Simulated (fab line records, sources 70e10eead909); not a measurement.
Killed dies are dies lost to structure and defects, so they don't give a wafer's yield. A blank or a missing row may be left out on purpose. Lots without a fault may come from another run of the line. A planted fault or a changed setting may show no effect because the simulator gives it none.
fab line records | flow nand_harc
record lots=7 wafers=19 last_day=24
route steps=1159 shown A_CONTACT@859 END@1159
lots that met no fault: from a run of the same line without faults
start_h: hours from the record's first day to the start of the lot's first wafer shown | wait_h: hours since the lot's step before | " the same as in the row above | L1.1+2: a row that stands for several wafers | - no value, or no start given | * or withheld: withheld | < > ~ a bound
route shown NAME@n: a module of which the file shows steps, and the number in the route of the first | usual: mean/standard deviation of fault-free wafers | same: alike in all rows | chamber/n: place in a boat | sites: the reading at each site | _std_site: their standard deviation | _edge_site: outer sites' mean less inner sites' | radius_mm: how far each site lies from the wafer's centre | mask NAME#n: copy n | behind: the tool/chamber that last shaped the wafer | hold: why the lot was held/for how many hours/how that ended | device: the transistor (n, p or np) that didn't switch | end of line: the same wafers' tests at the end of the route | a step without rows: its recipe alone | killed: dies lost to structure and defects at the first sort, not the wafer's yield | map: a wafer's dies, x killed, . not, _ none there
set.NAME: the setting as run; set.NAME@STEP: as run at that earlier step | model.NAME: the simulator's own value behind a step, which no gauge read
lots at some steps of the route; a table a step, a row a wafer
services: from which hour (start_h, from the record's first day; less than 0 if before it) a tool's chamber was out of use, for how many hours, and why
## steps
# step NHARC_A_CONTACT_ETCH_49
# recipe target_depth_a=2600 over_etch_frac=0.3 time_s=475.3 ion_energy_ev=200 n2_flow_sccm=150 h2_flow_sccm=150 ar_flow_sccm=0 rf_w=400 bias_w=150 chemistry=N2/H2
# step NHARC_A_CONTACT_ETCH_50
# recipe target_depth_a=847 time_s=42.4 cf4_flow_sccm=100 chf3_flow_sccm=30 ar_flow_sccm=0 rf_w=500 bias_w=200 chemistry=CF4/CHF3
# usual bias_w=200.1/0.63 cf4_flow_sccm=99.99/0.3 chamber_pressure_mTorr=25.002/0.022 drypump_motor_current_A=5.7/0.44 oes_product_au=0.958/0.018 rf_vpp_V=371.1/2.4 showerhead_plenum_p_Torr=1.59/0.065 throttle_valve_pct=16.801/0.009
# columns lot.wafer tool chamber start_h wait_h bias_w cf4_flow_sccm chamber_pressure_mTorr drypump_motor_current_A oes_product_au rf_hours_counter_h rf_vpp_V showerhead_plenum_p_Torr throttle_valve_pct
L645.2 rie_diel-04 2 - - 200.5 100.21 24.996 6.6 0.979 10 367.6 1.50 16.786
L645.4 " 3 " " 200.1 100.34 25.002 5.3 0.942 11 371.6 1.65 16.811
L645.1 " 0 " " 200.8 100.34 25.007 5.7 0.943 11 372.9 1.64 16.819
L646.4 rie_diel-04 2 - - 200.8 100.78 24.989 6.6 0.966 13 368.7 1.50 16.789
L646.1 " 3 " " 198.9 100.12 24.978 5.3 0.966 13 372.3 1.65 16.783
L646.6 " 1 " " 199.2 100.43 25.013 5.6 0.981 - 371.3 1.57 16.813
L656.2 rie_diel-04 1 - - 200.2 100.02 25.022 5.6 0.980 27 369.7 1.57 16.806
L656.5 " 1 " " 200.7 99.75 25.001 5.6 0.986 - 372.0 1.57 16.796
L658.4 rie_diel-01 2 - - 200.1 99.60 24.997 5.4 0.930 40 368.3 1.48 16.808
L658.2 " 0 " " 200.0 99.95 24.992 5.5 0.928 52 368.6 1.50 16.800
L658.6 " 2 " " 200.2 99.49 24.974 5.4 0.937 - 367.0 1.48 16.802
L657.1 rie_diel-04 0 - - 200.2 99.74 24.989 5.7 0.960 30 372.5 1.63 16.807
L657.2 " 2 " " 199.3 99.81 25.009 6.5 0.984 30 368.2 1.50 16.797
L666.4 rie_diel-04 3 - - 200.2 100.02 24.973 5.3 0.943 4 373.2 1.64 16.809
L666.3 " 0 " " 199.3 99.90 24.980 5.7 0.957 4 371.7 1.63 16.806
L666.1 " 1 " " 200.5 100.29 25.052 5.7 0.972 4 368.9 1.57 16.802
L665.1 rie_diel-04 0 - - 199.5 99.71 24.993 5.7 0.951 6 372.7 1.63 16.795
L665.3 " 1 " " 200.8 99.94 25.005 5.6 0.975 5 370.6 1.57 16.795
L665.5 " 0 " " 200.1 100.03 25.004 5.7 0.955 - 371.0 1.63 16.815
# step NHARC_A_CONTACT_ETCH_51
# recipe target_depth_a=36000 over_etch_frac=0.3 time_s=936 ion_energy_ev=150 o2_flow_sccm=400 cos_flow_sccm=20 ar_flow_sccm=0 rf_w=500 bias_w=300 chemistry=O2/COS
# step NHARC_A_CONTACT_ETCH_111
# recipe source_w=withheld pressure_mtorr=20 bias_v=withheld time_s=140 target_depth_a=7000 ar_flow_sccm=withheld c4f8_flow_sccm=withheld o2_flow_sccm=withheld chemistry=C4F8/O2/Ar
# step NHARC_A_CONTACT_ETCH_112
# recipe source_w=withheld pressure_mtorr=20 bias_v=3000 time_s=94 target_depth_a=9220 ar_flow_sccm=withheld c4f8_flow_sccm=withheld o2_flow_sccm=withheld chemistry=C4F8/O2/Ar
# step NHARC_A_CONTACT_ETCH_113
# recipe source_w=withheld pressure_mtorr=20 bias_v=3000 time_s=94 target_depth_a=9220 ar_flow_sccm=withheld c4f8_flow_sccm=withheld o2_flow_sccm=withheld chemistry=C4F8/O2/Ar
# step NHARC_A_CONTACT_ETCH_114
# recipe source_w=withheld pressure_mtorr=20 bias_v=3000 time_s=94 target_depth_a=9220 ar_flow_sccm=withheld c4f8_flow_sccm=withheld o2_flow_sccm=withheld chemistry=C4F8/O2/Ar
# step NHARC_A_CONTACT_ETCH_115
# recipe source_w=withheld pressure_mtorr=20 bias_v=3000 time_s=94 target_depth_a=9220 ar_flow_sccm=withheld c4f8_flow_sccm=withheld o2_flow_sccm=withheld chemistry=C4F8/O2/Ar
# usual chamber_pressure_mTorr=20.001/0.019 oes_air_line_au=1.004/0.019
# columns lot.wafer tool chamber start_h wait_h chamber_pressure_mTorr oes_air_line_au rf_hours_counter_h
L645.1 har_cap_etch-01 1 357.71 0.1 19.997 1.019 54
L645.2 " 0 " " 19.987 1.037 54
L645.4 " 1 " " 20.088 1.007 -
L646.1 har_cap_etch-01 0 368.10 0.1 19.996 1.004 57
L646.4 " 0 " " 20.034 1.024 -
L646.6 " 0 " " 19.991 1.004 -
L656.2 har_cap_etch-03 0 444.02 0.1 20.002 0.988 94
L656.5 " 0 " " 19.979 0.994 -
L658.2 har_cap_etch-03 0 446.91 0.1 19.988 0.992 95
L658.4 " 0 " " 20.002 0.996 -
L658.6 " 1 " " 20.023 1.062 -
L657.2 har_cap_etch-01 1 460.35 0.1 20.015 1.034 73
L657.1 " 0 " " 19.997 1.027 73
L666.1 har_cap_etch-03 0 502.01 0.1 20.010 0.989 103
L666.4 " 0 " " 20.007 0.996 -
L666.3 " 1 " " 20.020 1.011 -
L665.1 har_cap_etch-01 1 506.49 0.1 20.021 0.988 81
L665.3 " 0 " " 20.009 1.025 -
L665.5 " 0 " " 20.018 1.005 -
# step NHARC_A_CONTACT_ETCH_116
# recipe source_w=withheld pressure_mtorr=20 bias_v=3000 time_s=94 target_depth_a=9220 ar_flow_sccm=withheld c4f8_flow_sccm=withheld o2_flow_sccm=withheld chemistry=C4F8/O2/Ar
# usual chamber_pressure_mTorr=19.998/0.018 oes_air_line_au=1.000/0.018
# columns lot.wafer tool chamber start_h wait_h chamber_pressure_mTorr oes_air_line_au rf_hours_counter_h
L645.1 har_cap_etch-01 1 357.80 0.1 19.969 0.986 54
L645.2 " 0 " " 20.017 1.025 54
L645.4 " 1 " " 19.993 1.002 -
L646.1 har_cap_etch-01 0 368.19 0.1 19.977 0.991 57
L646.4 " 0 " " 19.968 0.979 -
L646.6 " 0 " " 19.975 1.003 -
L656.2 har_cap_etch-03 0 444.14 0.1 20.002 0.987 94
L656.5 " 0 " " 19.982 1.032 -
L658.2 har_cap_etch-03 0 447.00 0.1 19.986 0.990 95
L658.4 " 0 " " 20.012 0.973 -
L658.6 " 1 " " 19.960 0.989 -
L657.2 har_cap_etch-01 1 460.44 0.1 19.979 1.006 73
L657.1 " 0 " " 19.998 1.003 73
L666.1 har_cap_etch-03 0 502.10 0.1 19.985 1.022 103
L666.4 " 0 " " 19.995 0.972 -
L666.3 " 1 " " 19.981 0.979 -
L665.1 har_cap_etch-01 1 506.58 0.1 19.974 0.978 81
L665.3 " 0 " " 20.003 0.983 -
L665.5 " 0 " " 19.977 0.994 -
# step NHARC_A_CONTACT_ETCH_117
# recipe source_w=withheld pressure_mtorr=20 bias_v=3000 time_s=94 target_depth_a=9220 ar_flow_sccm=withheld c4f8_flow_sccm=withheld o2_flow_sccm=withheld chemistry=C4F8/O2/Ar
# usual chamber_pressure_mTorr=20.000/0.018 oes_air_line_au=1.004/0.021
# columns lot.wafer tool chamber start_h wait_h chamber_pressure_mTorr oes_air_line_au rf_hours_counter_h
L645.1 har_cap_etch-01 1 357.89 0.1 20.004 1.001 54
L645.2 " 0 " " 19.996 1.005 54
L645.4 " 1 " " 20.049 1.012 -
L646.1 har_cap_etch-01 0 368.28 0.1 20.011 1.022 57
L646.4 " 0 " " 19.956 0.988 -
L646.6 " 0 " " 19.989 1.013 -
L656.2 har_cap_etch-03 0 444.26 0.1 20.014 1.033 94
L656.5 " 0 " " 19.995 1.014 -
L658.2 har_cap_etch-03 0 447.09 0.1 19.998 1.001 95
L658.4 " 0 " " 19.981 1.020 -
L658.6 " 1 " " 20.032 1.044 -
L657.2 har_cap_etch-01 1 460.53 0.1 19.995 1.013 73
L657.1 " 0 " " 20.003 1.032 73
L666.1 har_cap_etch-03 0 502.19 0.1 20.005 1.014 103
L666.4 " 0 " " 20.011 1.025 -
L666.3 " 1 " " 20.012 0.972 -
L665.1 har_cap_etch-01 1 506.67 0.1 20.031 0.968 81
L665.3 " 0 " " 20.002 1.015 -
L665.5 " 0 " " 19.986 1.002 -
# step NHARC_A_CONTACT_ETCH_118
# recipe source_w=withheld pressure_mtorr=20 bias_v=3000 time_s=94 target_depth_a=9220 ar_flow_sccm=withheld c4f8_flow_sccm=withheld o2_flow_sccm=withheld chemistry=C4F8/O2/Ar
# usual chamber_pressure_mTorr=20.00/0.031 oes_air_line_au=1.000/0.021
# columns lot.wafer tool chamber start_h wait_h chamber_pressure_mTorr oes_air_line_au rf_hours_counter_h
L645.1 har_cap_etch-01 1 357.98 0.1 19.98 0.982 54
L645.2 " 0 " " 19.95 1.029 54
L645.4 " 1 " " 20.00 0.970 -
L646.1 har_cap_etch-01 0 368.37 0.1 20.03 0.957 57
L646.4 " 0 " " 19.99 0.962 -
L646.6 " 0 " " 20.02 0.994 -
L656.2 har_cap_etch-03 0 444.38 0.1 20.00 0.987 94
L656.5 " 0 " " 20.01 0.979 -
L658.2 har_cap_etch-03 0 447.18 0.1 19.99 0.982 95
L658.4 " 0 " " 19.99 1.004 -
L658.6 " 1 " " 19.98 0.998 -
L657.2 har_cap_etch-01 1 460.62 0.1 19.99 1.023 73
L657.1 " 0 " " 20.00 1.009 73
L666.1 har_cap_etch-03 0 502.28 0.1 20.02 0.975 103
L666.4 " 0 " " 20.00 0.978 -
L666.3 " 1 " " 20.00 1.034 -
L665.1 har_cap_etch-01 1 506.76 0.1 20.02 1.008 81
L665.3 " 0 " " 19.99 1.021 -
L665.5 " 0 " " 20.00 1.029 -
# step NHARC_A_CONTACT_ETCH_119
# recipe source_w=withheld pressure_mtorr=20 bias_v=3000 time_s=94 target_depth_a=9220 ar_flow_sccm=withheld c4f8_flow_sccm=withheld o2_flow_sccm=withheld chemistry=C4F8/O2/Ar
# step NHARC_A_CONTACT_ETCH_120
# recipe source_w=withheld pressure_mtorr=20 bias_v=3000 time_s=94 target_depth_a=9220 ar_flow_sccm=withheld c4f8_flow_sccm=withheld o2_flow_sccm=withheld chemistry=C4F8/O2/Ar
# usual chamber_pressure_mTorr=19.999/0.017 oes_air_line_au=0.997/0.02
# columns lot.wafer tool chamber start_h wait_h chamber_pressure_mTorr oes_air_line_au rf_hours_counter_h
L645.1 har_cap_etch-01 1 358.16 0.1 19.982 0.969 54
L645.2 " 0 " " 20.013 0.990 54
L645.4 " 1 " " 20.001 0.980 -
L646.1 har_cap_etch-01 0 368.55 0.1 19.997 1.028 57
L646.4 " 0 " " 20.011 0.987 -
L646.6 " 0 " " 20.017 1.034 -
L656.2 har_cap_etch-03 0 444.63 0.1 - - -
L656.5 " 0 " " - - -
L658.2 har_cap_etch-03 0 447.36 0.1 - - -
L658.4 " 0 " " - - -
L658.6 " 1 " " - - -
L657.2 har_cap_etch-01 1 460.80 0.1 - - -
L657.1 " 0 " " - - -
L666.1 har_cap_etch-03 0 502.46 0.1 20.001 1.006 104
L666.4 " 0 " " 19.971 1.017 -
L666.3 " 1 " " 20.017 0.999 -
L665.1 har_cap_etch-01 1 506.94 0.1 20.017 0.995 81
L665.3 " 0 " " 19.994 1.011 -
L665.5 " 0 " " 20.008 0.977 -
# step NHARC_A_CONTACT_ETCH_121
# recipe source_w=withheld pressure_mtorr=20 bias_v=3000 time_s=94 target_depth_a=9220 ar_flow_sccm=withheld c4f8_flow_sccm=withheld o2_flow_sccm=withheld chemistry=C4F8/O2/Ar
# step NHARC_END_SORT_01
# recipe temp_c=25
# usual killed_at_array=28/8.9 killed_at_other=0.8/1.2 killed_at_periphery=3.3/2.3 killed_dies=32/9.4 killed_open=3.2/1.8 killed_short=1.9/1.4
# same gross_dies=677
# columns lot.wafer tool chamber start_h wait_h killed_at_array killed_at_other killed_at_periphery killed_dies killed_open killed_short
L658.2 prober-02 0 519.06 2.8 677 0 0 677 2 2
L658.4 prober-02 0 520.65 3.4 675 0 2 677 4 5
L658.6 prober-02 0 522.23 4.0 677 0 0 677 2 1
# killed by level:class
L658.2 A_CONTACT:area_etch=646 A_CHANNEL_HOLE_D1:chamber_film_flake=20 A_WL_FILL:geometric_particle:short=2 A_STAIRCASE:chamber_film_flake=2 A_WL_FILL:chamber_film_flake=2 A_CONTACT:chamber_film_flake=2 A_WL_FILL:geometric_particle:open=1 A_CONTACT:geometric_particle:open=1
L658.4 A_CONTACT:area_etch=643 A_CHANNEL_HOLE_D1:chamber_film_flake=14 A_CONTACT:chamber_film_flake=6 A_WL_FILL:chamber_film_flake=3 A_ONON_D1:geometric_particle:short=2 A_M1:geometric_particle:open=2 A_STAIRCASE:chamber_film_flake=2 P_GATE:geometric_particle:short=1
L658.6 A_CONTACT:area_etch=634 A_CHANNEL_HOLE_D1:chamber_film_flake=25 A_STAIRCASE:chamber_film_flake=6 A_CONTACT:chamber_film_flake=5 A_WL_FILL:chamber_film_flake=3 A_ONON_D1:geometric_particle:open=1 A_WL_FILL:geometric_particle:short=1 A_CONTACT:geometric_particle:open=1
# map L658.2 (x killed, . not)
____________x____________
_________xxxxxxx_________
_______xxxxxxxxxxx_______
______xxxxxxxxxxxxx______
_____xxxxxxxxxxxxxxx_____
____xxxxxxxxxxxxxxxxx____
____xxxxxxxxxxxxxxxxx____
___xxxxxxxxxxxxxxxxxxx___
___xxxxxxxxxxxxxxxxxxx___
__xxxxxxxxxxxxxxxxxxxxx__
__xxxxxxxxxxxxxxxxxxxxx__
_xxxxxxxxxxxxxxxxxxxxxxx_
_xxxxxxxxxxxxxxxxxxxxxxx_
_xxxxxxxxxxxxxxxxxxxxxxx_
_xxxxxxxxxxxxxxxxxxxxxxx_
_xxxxxxxxxxxxxxxxxxxxxxx_
xxxxxxxxxxxxxxxxxxxxxxxxx
xxxxxxxxxxxxxxxxxxxxxxxxx
xxxxxxxxxxxxxxxxxxxxxxxxx
xxxxxxxxxxxxxxxxxxxxxxxxx
xxxxxxxxxxxxxxxxxxxxxxxxx
_xxxxxxxxxxxxxxxxxxxxxxx_
_xxxxxxxxxxxxxxxxxxxxxxx_
_xxxxxxxxxxxxxxxxxxxxxxx_
_xxxxxxxxxxxxxxxxxxxxxxx_
_xxxxxxxxxxxxxxxxxxxxxxx_
__xxxxxxxxxxxxxxxxxxxxx__
__xxxxxxxxxxxxxxxxxxxxx__
___xxxxxxxxxxxxxxxxxxx___
___xxxxxxxxxxxxxxxxxxx___
____xxxxxxxxxxxxxxxxx____
____xxxxxxxxxxxxxxxxx____
_____xxxxxxxxxxxxxxx_____
______xxxxxxxxxxxxx______
_______xxxxxxxxxxx_______
_________xxxxxxx_________
____________x____________
# map L645.2 (x killed, . not)
____________x____________
_________....x.._________
_______x.........._______
______.............______
_____.x............._____
____.................____
____.................____
___.x.................___
___x..................___
__.....................__
__.....................__
_......x.x.............._
_......................._
_......................x_
_......................._
_......................._
.x.......................
......x..................
.........................
.x..x....................
....x....................
_x.x.x.................._
_......................._
_....x.................._
_......................._
_.x..x.................._
__..................x..__
__.....................__
___...................___
___...................___
____...............x.____
____.................____
_____..............._____
______.............______
_______..........._______
_________......._________
____________.____________
## services
# columns tool chamber start_h hours kind
rie_diel-04 - 343.56 0.6 repair
rie_diel-04 0 346.92 - clean
rie_diel-04 1 346.92 - clean
rie_diel-04 2 346.92 - clean
rie_diel-04 3 346.92 - clean
rie_diel-01 2 370.60 14.2 repair
rie_diel-04 0 371.42 - clean
rie_diel-04 1 371.42 - clean
rie_diel-04 2 371.42 - clean
rie_diel-04 3 371.42 - clean
rie_diel-04 - 393.64 0.7 repair
rie_diel-04 0 395.92 - clean
rie_diel-04 1 395.92 - clean
rie_diel-04 2 395.92 - clean
rie_diel-04 3 395.92 - clean
rie_diel-04 0 420.42 - clean
rie_diel-04 1 420.42 - clean
rie_diel-04 2 420.42 - clean
rie_diel-04 3 420.42 - clean
rie_diel-01 0 453.61 3.1 repair
rie_diel-01 2 458.27 8.7 repair
rie_diel-04 - 465.95 9.0 pm
rie_diel-01 - 492.10 9.0 pm
rie_diel-01 2 504.88 3.7 repair
## key
first_sign step=NHARC_A_CONTACT_ETCH_120 reading=tool_record direction=missing
effect step=NHARC_END_SORT_01 reading=killed_at_array direction=up sigmas=72 usual=28 struck=676
more_kills_born_at NHARC_A_CONTACT_ETCH_120@har_cap_etch-03=1923
met_at NHARC_A_CONTACT_ETCH_120
struck_wafers L656.2,L656.5,L657.1,L657.2,L658.2,L658.4,L658.6
later_rows_left_out L656.2,L656.5,L657.1,L657.2,L658.2,L658.4,L658.6
sort_left_out L656.2,L656.5,L657.1,L657.2
tester_left_out L656,L657,L658
onset_between 368.55 444.63
fault kind=skipped_step_whole tool=har_cap_etch-01,har_cap_etch-03 chamber=- onset_h=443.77 steps=NHARC_A_CONTACT_ETCH_120 scope=struck_lots_only
# tester_left_out: of these lots the tester's yield and bins aren't shown, on N5 and GAA mostly nor the transistor test; their killed dies are dies lost to structure and defects alone, not to doping, threshold or leakage, so they don't give the yield
# sort_left_out: the simulated sort isn't trusted on such a fault, so these wafers' sort isn't shown, and their yield isn't known
# later_rows_left_out: the simulator's readings of these wafers behind a module that went badly wrong aren't trusted and aren't shown, but for the sort
